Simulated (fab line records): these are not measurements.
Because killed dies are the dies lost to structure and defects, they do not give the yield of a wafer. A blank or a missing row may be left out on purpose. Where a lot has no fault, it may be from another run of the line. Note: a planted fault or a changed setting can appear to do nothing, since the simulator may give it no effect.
What tool caused it? | flow n5Finfet | 66 wafers from 22 lots sampled at 5 of the route's 1938 steps

## WHAT THE GAUGES SHOWED, per wafer
N5_BEOL_M7_THK_MEAS_01. Usual: M7_ILD_THK gives 155.4 nm (standard deviation 1.9).
lot  | measured     | on           | M7_ILD_THK (nm)   | flag
L075 | day 9 05:28  | filmMetro-01 | 153.7 154.2 155.8 | 
L076 | day 9 09:43  | filmMetro-02 | 157.1 156.3 155.2 | 
L077 | day 9 17:12  | filmMetro-01 | 154.4 153.7 155.6 | 
L078 | day 9 19:00  | filmMetro-02 | 155.0 157.2 157.5 | 
L079 | day 10 00:59 | filmMetro-01 | 155.5 154.9 155.7 | 
L080 | day 10 07:37 | filmMetro-01 | 155.4 157.5 157.0 | 
L082 | day 10 17:19 | filmMetro-01 | 153.6 153.5 156.2 | 
L081 | day 10 19:30 | filmMetro-02 | 153.7 159.4 157.4 | 
L083 | day 10 20:37 | filmMetro-02 | 155.6 157.3 157.6 | 
L084 | day 10 22:36 | filmMetro-01 | 152.0 153.4 155.5 | 
L086 | day 11 21:12 | filmMetro-01 | 152.1 152.1 156.0 | 
L088 | day 12 00:05 | filmMetro-02 | 154.4 153.9 152.0 | 
L087 | day 12 01:03 | filmMetro-02 | 155.2 158.1 156.5 | 
L089 | day 12 21:08 | filmMetro-02 | 153.6 156.4 156.1 | 
L090 | day 13 05:55 | filmMetro-02 | 153.8 155.8 156.5 | 
L091 | day 13 06:24 | filmMetro-01 | 152.1 155.9 155.1 | 
L092 | day 13 09:11 | filmMetro-01 | 156.0 156.1 158.3 | 
L093 | day 13 10:08 | filmMetro-02 | 153.8 155.5 155.4 | 
L094 | day 13 22:07 | filmMetro-02 | 157.1 155.4 157.0 | 
L095 | day 13 22:50 | filmMetro-02 | 152.1 151.0 153.9 | 
L097 | day 14 13:35 | filmMetro-02 | 155.5 157.7 157.8 | 
L096 | day 14 16:55 | filmMetro-01 | 153.1 151.8 153.6 | 

## EACH LOT AND THE TOOL THAT RAN IT (in order: tool; ch and the chambers of the sampled wafers; start)
lot  | N5_BEOL_M6_DESCUM_16              | N5_BEOL_M6_ETCH_72                | N5_BEOL_M6_STRIP_36               | N5_BEOL_M6_TRENCH_ETCH_37
L075 | rieDiel-01 ch 1,2,3, day 9 00:06  | rieDiel-01 ch 1,2,3, day 9 01:31  | rieDiel-01 ch 1,2,3, day 9 01:42  | rieDiel-01 ch 1,2,3, day 9 05:28 or earlier
L076 | rieDiel-02 ch 0,3, day 9 02:24    | rieDiel-04 ch 2,3, day 9 03:49    | rieDiel-04 ch 2,3, day 9 04:01    | rieDiel-04 ch 2,3, day 9 09:43 or earlier
L077 | rieDiel-02 ch 0,1,3, day 9 10:13  | rieDiel-02 ch 1,3, day 9 11:52    | rieDiel-02 ch 1,3, day 9 12:04    | rieDiel-02 ch 1,3, day 9 17:12 or earlier
L078 | rieDiel-02 ch 1,2,3, day 9 12:48  | rieDiel-02 ch 0,2, day 9 15:02    | rieDiel-02 ch 0,2, day 9 15:14    | rieDiel-02 ch 0,2, day 9 19:00 or earlier
L079 | rieDiel-01 ch 1,2,3, day 9 19:45  | rieDiel-01 ch 0,1, day 9 21:05    | rieDiel-01 ch 0,1, day 9 21:17    | rieDiel-01 ch 0,1, day 10 00:59 or earlier
L080 | rieDiel-04 ch 0,1,3, day 10 03:38 | rieDiel-01 ch 0,2,3, day 10 04:33 | rieDiel-01 ch 0,2,3, day 10 04:45 | rieDiel-01 ch 0,2,3, day 10 07:37 or earlier
L082 | rieDiel-01 ch 1,2,3, day 10 11:50 | rieDiel-01 ch 1,3, day 10 13:23   | rieDiel-01 ch 1,3, day 10 13:35   | rieDiel-01 ch 1,3, day 10 17:19 or earlier
L081 | rieDiel-04 ch 0,2,3, day 10 13:17 | rieDiel-02 ch 1,2, day 10 15:08   | rieDiel-02 ch 1,2, day 10 15:20   | rieDiel-02 ch 1,2, day 10 19:30 or earlier
L083 | rieDiel-02 ch 0,1,3, day 10 14:21 | rieDiel-01 ch 0,3, day 10 15:17   | rieDiel-01 ch 0,3, day 10 15:28   | rieDiel-01 ch 0,3, day 10 20:37 or earlier
L084 | rieDiel-04 ch 2,3, day 10 16:21   | rieDiel-04 ch 0,2, day 10 18:09   | rieDiel-04 ch 0,2, day 10 18:21   | rieDiel-04 ch 0,2, day 10 22:36 or earlier
L086 | rieDiel-02 ch 1,2,3, day 11 15:58 | rieDiel-01 ch 0,2,3, day 11 17:56 | rieDiel-01 ch 0,2,3, day 11 18:08 | rieDiel-01 ch 0,2,3, day 11 21:12 or earlier
L088 | rieDiel-02 ch 1,2,3, day 11 18:52 | rieDiel-02 ch 0,2,3, day 11 19:55 | rieDiel-02 ch 0,2,3, day 11 20:07 | rieDiel-02 ch 0,2,3, day 12 00:05 or earlier
L087 | rieDiel-02 ch 0,3, day 11 19:12   | rieDiel-02 ch 1,2,3, day 11 20:34 | rieDiel-02 ch 1,2,3, day 11 20:46 | rieDiel-02 ch 1,2,3, day 12 01:03 or earlier
L089 | rieDiel-04 ch 0,1, day 12 14:40   | rieDiel-04 ch 1,2, day 12 16:29   | rieDiel-04 ch 1,2, day 12 16:41   | rieDiel-04 ch 1,2, day 12 21:08 or earlier
L090 | rieDiel-01 ch 0,1,3, day 13 00:01 | rieDiel-02 ch 0,1, day 13 01:59   | rieDiel-02 ch 0,1, day 13 02:11   | rieDiel-02 ch 0,1, day 13 05:55 or earlier
L091 | rieDiel-02 ch 0,2,3, day 13 00:07 | rieDiel-04 ch 0,1,2, day 13 02:02 | rieDiel-04 ch 0,1,2, day 13 02:14 | rieDiel-04 ch 0,1,2, day 13 06:24 or earlier
L092 | rieDiel-01 ch 0,3, day 13 03:35   | rieDiel-01 ch 0,3, day 13 05:07   | rieDiel-01 ch 0,3, day 13 05:19   | rieDiel-01 ch 0,3, day 13 09:11 or earlier
L093 | rieDiel-02 ch 0,1,2, day 13 03:50 | rieDiel-02 ch 0,1,3, day 13 05:38 | rieDiel-02 ch 0,1,3, day 13 05:50 | rieDiel-02 ch 0,1,3, day 13 10:08 or earlier
L094 | rieDiel-04 ch 0,2,3, day 13 14:39 | rieDiel-04 ch 1,2,3, day 13 16:41 | rieDiel-04 ch 1,2,3, day 13 16:53 | rieDiel-04 ch 1,2,3, day 13 22:07 or earlier
L095 | rieDiel-04 ch 0,1,2, day 13 17:54 | rieDiel-04 ch 1,2, day 13 18:50   | rieDiel-04 ch 1,2, day 13 19:02   | rieDiel-04 ch 1,2, day 13 22:50 or earlier
L097 | rieDiel-01 ch 2,3, day 14 05:02   | rieDiel-02 ch 0,3, day 14 07:59   | rieDiel-02 ch 0,3, day 14 08:11   | rieDiel-02 ch 0,3, day 14 13:35 or earlier
L096 | rieDiel-04 ch 0,2, day 14 08:23   | rieDiel-01 ch 1,3, day 14 11:20   | rieDiel-01 ch 1,3, day 14 11:32   | rieDiel-01 ch 1,3, day 14 16:55 or earlier
- N5_BEOL_M6_DESCUM_16: chemistry O2, time 7.9 s.
- N5_BEOL_M6_ETCH_72: etches underlayer in N2/H2, target depth 6.5 nm, time 5.2 s.
- N5_BEOL_M6_STRIP_36: strips in N2/H2.
- N5_BEOL_M6_TRENCH_ETCH_37: etches SiCOH lowk in C4F6/O2, target depth 94.435 nm, time 31.5 s.

## WHAT THE TOOLS THEMSELVES READ (means of the sampled wafers that have a number; where no wafer has one, the mark that the record gives instead)
N5_BEOL_M6_DESCUM_16. Usual: drypumpMotorCurrentA 5.5 A, standard deviation 0.42; oesProductAu 0.80 a.u., standard deviation 0.08; rfVppV 243.2 V, standard deviation 1.1; showerheadPlenumPTorr 2.09 Torr, standard deviation 0.063; throttleValvePct 20.58 %, standard deviation 0.25.
lot  | tool       | drypumpMotorCurrentA (A) | oesProductAu (a.u.) | rfVppV (V) | showerheadPlenumPTorr (Torr) | throttleValvePct (%) | flag
L075 | rieDiel-01 | 6.0                      | 0.83                | 244.4      | 2.15                         | 20.54                | 
L076 | rieDiel-02 | 5.4                      | 0.74                | 242.0      | 2.09                         | 20.69                | 
L077 | rieDiel-02 | 5.3                      | 0.79                | 243.5      | 2.08                         | 20.48                | 
L078 | rieDiel-02 | 5.1                      | 0.78                | 242.6      | 2.04                         | 20.50                | 
L079 | rieDiel-01 | 6.0                      | 0.81                | 244.3      | 2.15                         | 20.55                | 
L080 | rieDiel-04 | 5.2                      | 0.78                | 242.1      | 2.10                         | 20.60                | 
L082 | rieDiel-01 | 6.0                      | 0.81                | 244.3      | 2.14                         | 20.56                | 
L081 | rieDiel-04 | 5.5                      | 0.86                | 243.2      | 2.13                         | 20.62                | 
L083 | rieDiel-02 | 5.3                      | 0.79                | 242.5      | 2.07                         | 20.51                | 
L084 | rieDiel-04 | 5.5                      | 0.84                | 243.5      | 2.13                         | 20.65                | 
L086 | rieDiel-02 | 5.1                      | 0.76                | 242.2      | 2.04                         | 20.52                | 
L088 | rieDiel-02 | 5.1                      | 0.76                | 242.6      | 2.04                         | 20.52                | 
L087 | rieDiel-02 | 5.4                      | 0.73                | 242.3      | 2.08                         | 20.75                | 
L089 | rieDiel-04 | 5.0                      | 0.91                | 243.6      | 2.07                         | 20.37                | 
L090 | rieDiel-01 | 6.1                      | 0.80                | 243.2      | 2.11                         | 20.66                | 
L091 | rieDiel-02 | 5.2                      | 0.70                | 242.7      | 2.05                         | 20.75                | 
L092 | rieDiel-01 | 6.1                      | 0.82                | 244.3      | 2.18                         | 20.71                | 
L093 | rieDiel-02 | 5.3                      | 0.75                | 242.6      | 2.03                         | 20.63                | 
L094 | rieDiel-04 | 5.5                      | 0.82                | 243.5      | 2.12                         | 20.67                | 
L095 | rieDiel-04 | 5.3                      | 0.87                | 243.8      | 2.09                         | 20.54                | 
L097 | rieDiel-01 | 5.8                      | 0.81                | 244.3      | 2.20                         | 20.40                | 
L096 | rieDiel-04 | 5.6                      | 0.84                | 242.9      | 2.12                         | 20.66                | 

N5_BEOL_M6_ETCH_72. Usual: drypumpMotorCurrentA 5.5 A, standard deviation 0.44; etchRfOnTimeS 5.14 s, standard deviation 0.083; oesProductAu 0.69 a.u., standard deviation 0.068; rfVppV 524.2 V, standard deviation 2.7; showerheadPlenumPTorr 2.55 Torr, standard deviation 0.083; throttleValvePct 17.9 %, standard deviation 0.3.
lot  | tool       | drypumpMotorCurrentA (A) | etchRfOnTimeS (s) | oesProductAu (a.u.) | rfVppV (V) | showerheadPlenumPTorr (Torr) | throttleValvePct (%) | flag
L075 | rieDiel-01 | 6.0                      | 5.12              | 0.71                | 526.9      | 2.61                         | 17.9                 | 
L076 | rieDiel-04 | 5.5                      | 5.17              | 0.74                | 525.6      | 2.59                         | 18.1                 | 
L077 | rieDiel-02 | 5.2                      | 5.22              | 0.72                | 524.0      | 2.50                         | 17.7                 | 
L078 | rieDiel-02 | 5.4                      | 5.25              | 0.63                | 522.1      | 2.49                         | 18.1                 | 
L079 | rieDiel-01 | 6.0                      | 5.09              | 0.75                | 525.0      | 2.55                         | 17.8                 | 
L080 | rieDiel-01 | 5.9                      | 5.07              | 0.75                | 526.4      | 2.65                         | 17.8                 | 
L082 | rieDiel-01 | 6.2                      | 5.10              | 0.68                | 525.0      | 2.59                         | 18.2                 | 
L081 | rieDiel-02 | 5.2                      | 5.17              | 0.65                | 519.7      | 2.44                         | 18.0                 | 
L083 | rieDiel-01 | 6.1                      | 5.05              | 0.73                | 526.8      | 2.65                         | 18.1                 | 
L084 | rieDiel-04 | 5.6                      | 5.10              | 0.76                | 524.9      | 2.59                         | 18.1                 | 
L086 | rieDiel-01 | 5.9                      | 5.09              | 0.73                | 527.8      | 2.65                         | 17.8                 | 
L088 | rieDiel-02 | 5.2                      | 5.22              | 0.60                | 523.1      | 2.49                         | 18.1                 | 
L087 | rieDiel-02 | 5.1                      | 5.18              | 0.65                | 520.9      | 2.47                         | 17.9                 | 
L089 | rieDiel-04 | 5.3                      | 5.16              | 0.75                | 524.5      | 2.55                         | 18.0                 | 
L090 | rieDiel-02 | 5.6                      | 5.28              | 0.65                | 523.2      | 2.49                         | 17.9                 | 
L091 | rieDiel-04 | 5.3                      | 5.09              | 0.75                | 524.2      | 2.55                         | 17.9                 | 
L092 | rieDiel-01 | 6.0                      | 5.03              | 0.73                | 526.1      | 2.61                         | 17.9                 | 
L093 | rieDiel-02 | 5.3                      | 5.22              | 0.64                | 522.5      | 2.50                         | 17.9                 | 
L094 | rieDiel-04 | 5.3                      | 5.08              | 0.72                | 524.9      | 2.54                         | 18.0                 | 
L095 | rieDiel-04 | 5.1                      | 5.13              | 0.76                | 523.2      | 2.52                         | 17.8                 | 
L097 | rieDiel-02 | 5.1                      | 5.22              | 0.60                | 523.4      | 2.51                         | 18.1                 | 
L096 | rieDiel-01 | 6.2                      | 5.02              | 0.65                | 523.1      | 2.57                         | 18.3                 | 

N5_BEOL_M6_STRIP_36. Usual: drypumpMotorCurrentA 5.5 A, standard deviation 0.44; oesProductAu 0.81 a.u., standard deviation 0.081; rfVppV 59.1 V, standard deviation 1.5; showerheadPlenumPTorr 2.54 Torr, standard deviation 0.083; throttleValvePct 23.7 %, standard deviation 0.38.
lot  | tool       | drypumpMotorCurrentA (A) | oesProductAu (a.u.) | rfVppV (V) | showerheadPlenumPTorr (Torr) | throttleValvePct (%) | flag
L075 | rieDiel-01 | 5.9                      | 0.82                | 59.4       | 2.60                         | 23.7                 | 
L076 | rieDiel-04 | 5.6                      | 0.88                | 59.4       | 2.59                         | 24.1                 | 
L077 | rieDiel-02 | 5.2                      | 0.84                | 60.8       | 2.50                         | 23.3                 | 
L078 | rieDiel-02 | 5.4                      | 0.74                | 59.9       | 2.48                         | 23.8                 | 
L079 | rieDiel-01 | 6.0                      | 0.87                | 58.0       | 2.54                         | 23.6                 | 
L080 | rieDiel-01 | 5.9                      | 0.88                | 59.4       | 2.65                         | 23.6                 | 
L082 | rieDiel-01 | 6.1                      | 0.78                | 57.6       | 2.59                         | 24.1                 | 
L081 | rieDiel-02 | 5.1                      | 0.76                | 58.1       | 2.44                         | 23.7                 | 
L083 | rieDiel-01 | 6.1                      | 0.84                | 58.2       | 2.64                         | 23.9                 | 
L084 | rieDiel-04 | 5.6                      | 0.89                | 58.3       | 2.58                         | 24.0                 | 
L086 | rieDiel-01 | 5.9                      | 0.86                | 59.6       | 2.64                         | 23.6                 | 
L088 | rieDiel-02 | 5.2                      | 0.71                | 58.7       | 2.48                         | 23.8                 | 
L087 | rieDiel-02 | 5.1                      | 0.76                | 58.4       | 2.47                         | 23.7                 | 
L089 | rieDiel-04 | 5.3                      | 0.88                | 60.0       | 2.55                         | 23.9                 | 
L090 | rieDiel-02 | 5.5                      | 0.77                | 58.4       | 2.49                         | 23.5                 | 
L091 | rieDiel-04 | 5.3                      | 0.89                | 59.1       | 2.55                         | 23.8                 | 
L092 | rieDiel-01 | 6.0                      | 0.85                | 59.7       | 2.60                         | 23.7                 | 
L093 | rieDiel-02 | 5.3                      | 0.76                | 59.5       | 2.50                         | 23.6                 | 
L094 | rieDiel-04 | 5.2                      | 0.84                | 59.3       | 2.54                         | 23.8                 | 
L095 | rieDiel-04 | 5.0                      | 0.89                | 60.2       | 2.51                         | 23.6                 | 
L097 | rieDiel-02 | 5.2                      | 0.71                | 60.2       | 2.51                         | 23.8                 | 
L096 | rieDiel-01 | 6.2                      | 0.75                | 60.7       | 2.57                         | 24.2                 | 

N5_BEOL_M6_TRENCH_ETCH_37. Usual: O2_flow_sccm 10.00 sccm, standard deviation 0.031; drypumpMotorCurrentA 5.5 A, standard deviation 0.44; oes_f_703_au 0.81 a.u., standard deviation 0.074; oesProductAu 0.81 a.u., standard deviation 0.081; rfVppV 667 V, standard deviation 8.2; showerheadPlenumPTorr 2.85 Torr, standard deviation 0.084; throttleValvePct 21.04 %, standard deviation 0.26.
lot  | tool       | O2_flow_sccm (sccm) | drypumpMotorCurrentA (A) | oes_f_703_au (a.u.) | oesProductAu (a.u.) | rfVppV (V) | showerheadPlenumPTorr (Torr) | throttleValvePct (%) | flag
L075 | rieDiel-01 | 9.98                | 6.0                      | 0.84                | 0.84                | 670        | 2.91                         | 20.98                | 
L076 | rieDiel-04 | 10.00               | 5.5                      | 0.87                | 0.86                | 660        | 2.88                         | 21.07                | 
L077 | rieDiel-02 | 9.98                | 5.2                      | 0.84                | 0.84                | 673        | 2.81                         | 20.80                | 
L078 | rieDiel-02 | 9.98                | 5.4                      | 0.74                | 0.73                | 658        | 2.80                         | 21.28                | 
L079 | rieDiel-01 | 9.98                | 6.0                      | 0.88                | 0.88                | 664        | 2.85                         | 20.90                | 
L080 | rieDiel-01 | 9.99                | 5.9                      | 0.88                | 0.88                | 674        | 2.96                         | 20.85                | 
L082 | rieDiel-01 | 9.98                | 6.2                      | 0.80                | 0.78                | 668        | 2.89                         | 21.29                | 
L081 | rieDiel-02 | 9.97                | 5.1                      | 0.76                | 0.76                | 662        | 2.74                         | 21.13                | 
L083 | rieDiel-01 | 10.01               | 6.1                      | 0.85                | 0.84                | 671        | 2.95                         | 21.14                | 
L084 | rieDiel-04 | 9.99                | 5.6                      | 0.86                | 0.88                | 671        | 2.89                         | 21.10                | 
L086 | rieDiel-01 | 10.01               | 5.9                      | 0.86                | 0.86                | 674        | 2.96                         | 20.86                | 
L088 | rieDiel-02 | 10.00               | 5.2                      | 0.72                | 0.72                | 663        | 2.80                         | 21.20                | 
L087 | rieDiel-02 | 10.00               | 5.1                      | 0.76                | 0.76                | 668        | 2.78                         | 21.04                | 
L089 | rieDiel-04 | 9.97                | 5.4                      | 0.87                | 0.88                | 661        | 2.85                         | 21.02                | 
L090 | rieDiel-02 | 10.01               | 5.5                      | 0.77                | 0.76                | 663        | 2.81                         | 21.11                | 
L091 | rieDiel-04 | 10.01               | 5.3                      | 0.86                | 0.88                | 668        | 2.85                         | 21.04                | 
L092 | rieDiel-01 | 10.05               | 6.0                      | 0.85                | 0.85                | 668        | 2.91                         | 20.99                | 
L093 | rieDiel-02 | 10.01               | 5.3                      | 0.76                | 0.75                | 668        | 2.81                         | 21.02                | 
L094 | rieDiel-04 | 10.00               | 5.3                      | 0.84                | 0.84                | 661        | 2.84                         | 21.03                | 
L095 | rieDiel-04 | 10.02               | 5.0                      | 0.88                | 0.89                | 664        | 2.82                         | 20.93                | 
L097 | rieDiel-02 | 9.99                | 5.1                      | 0.71                | 0.70                | 668        | 2.83                         | 21.14                | 
L096 | rieDiel-01 | 10.00               | 6.2                      | 0.76                | 0.75                | 667        | 2.87                         | 21.34                | 

## THE ANSWER, worked out from the rows above alone
Rule: a lot is off if the mean of its wafers that have a number lies more than 3 standard deviations from the usual mean. A lot without any number at a reading at which 4 lots or more have one is off too. Where the step has rows for the other lots, those lots are counted as sound. Order of review: gauges by route order, followed by the tools' own readings, for which a lot's mean as printed above is used. At the first step where some lot is off, the reading lying furthest off is the one used; lots without a number count as furthest.
Nothing can be told from this: no lot is off at any reading shown.

## WHAT WAS PUT IN BY THE SIMULATOR
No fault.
